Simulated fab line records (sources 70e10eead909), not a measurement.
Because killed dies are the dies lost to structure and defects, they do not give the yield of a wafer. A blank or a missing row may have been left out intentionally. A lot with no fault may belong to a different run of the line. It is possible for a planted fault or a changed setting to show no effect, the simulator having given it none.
Matching of chambers    flow nandHarc    NHARC_A_WL_FILL_STRIP_29 on rieDiel-13: 4 sister chambers
The step strips in O2, time 20 s. 20 wafers are shown with their chamber, then 10 later ones without.

== WAFERS, EACH WITH ITS CHAMBER ==
wafer   chamber  showerheadPlenumPTorr (Torr)  oesProductAu (a.u.)  throttleValvePct (%)
L074.1  3        3.74                          0.995                17.027
L074.2  0        3.59                          0.995                17.047
L074.4  1        3.75                          1.001                17.038
L075.1  2        3.46                          0.994                17.035
L075.3  0        3.59                          0.995                17.051
L075.6  0        3.59                          0.993                17.050
L082.3  2        3.46                          1.000                17.017
L082.4  0        3.58                          1.008                17.031
L082.5  0        3.58                          1.005                17.041
L085.1  1        3.75                          0.990                17.033
L085.3  0        3.59                          0.997                17.020
L085.4  3        3.74                          0.995                17.033
L089.1  1        3.74                          1.000                17.052
L089.2  3        3.74                          0.992                17.029
L089.6  3        3.74                          0.988                17.051
L090.1  1        3.74                          0.993                17.035
L090.4  2        3.46                          0.989                17.030
L090.6  3        3.74                          0.997                17.030
L091.1  3        3.74                          0.993                17.052
L091.2  0        3.58                          1.015                17.038

SIGNATURES, as means of the wafers listed above
reading                chamber 0  chamber 1  chamber 2  chamber 3  scatter within a chamber
showerheadPlenumPTorr  3.5857     3.7450     3.4600     3.7400     0.00412
oesProductAu           1.00114    0.99600    0.99433    0.99333    0.00617
throttleValvePct       17.03971   17.03950   17.02733   17.03700   0.0106
Rule: for each reading, subtract the chamber's mean from the wafer's reading, divide by that reading's scatter and square the result; add these up over the readings and take the root, which gives the wafer's distance from the chamber. If the next closest chamber is less than 2 further off than the closest, the wafer can't be placed; otherwise it belongs to the closest. The scatter is the square root of a quotient: the sum, over the shown wafers, of each reading's squared deviation from its chamber's mean, divided by wafers minus chambers.

== WAFERS WHOSE CHAMBER IS MISSING ==
wafer   showerheadPlenumPTorr (Torr)  oesProductAu (a.u.)  throttleValvePct (%)
L091.4  3.74                          0.999                17.033
L092.2  3.74                          1.004                17.035
L092.4  3.58                          1.008                17.031
L092.6  3.58                          1.009                17.017
L094.1  3.74                          0.992                17.025
L094.4  3.46                          1.001                17.044
L094.5  3.74                          1.007                17.041
L096.2  3.74                          0.995                17.031
L096.4  3.58                          0.999                17.020
L096.6  3.74                          0.995                17.021

== THE CHAMBER EACH PASSED THROUGH ==
wafer   from the rows above      in truth
L091.4  can't be placed: 3 or 1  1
L092.2  can't be placed: 3 or 1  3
L092.4  0                        0
L092.6  0                        0
L094.1  can't be placed: 3 or 1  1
L094.4  2                        2
L094.5  can't be placed: 1 or 3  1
L096.2  can't be placed: 3 or 1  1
L096.4  0                        0
L096.6  can't be placed: 3 or 1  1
Correctly placed: 4 of 10. Can't be placed from these rows: 6 (the true chamber is among the candidates in 6). Number placed wrongly: 0.
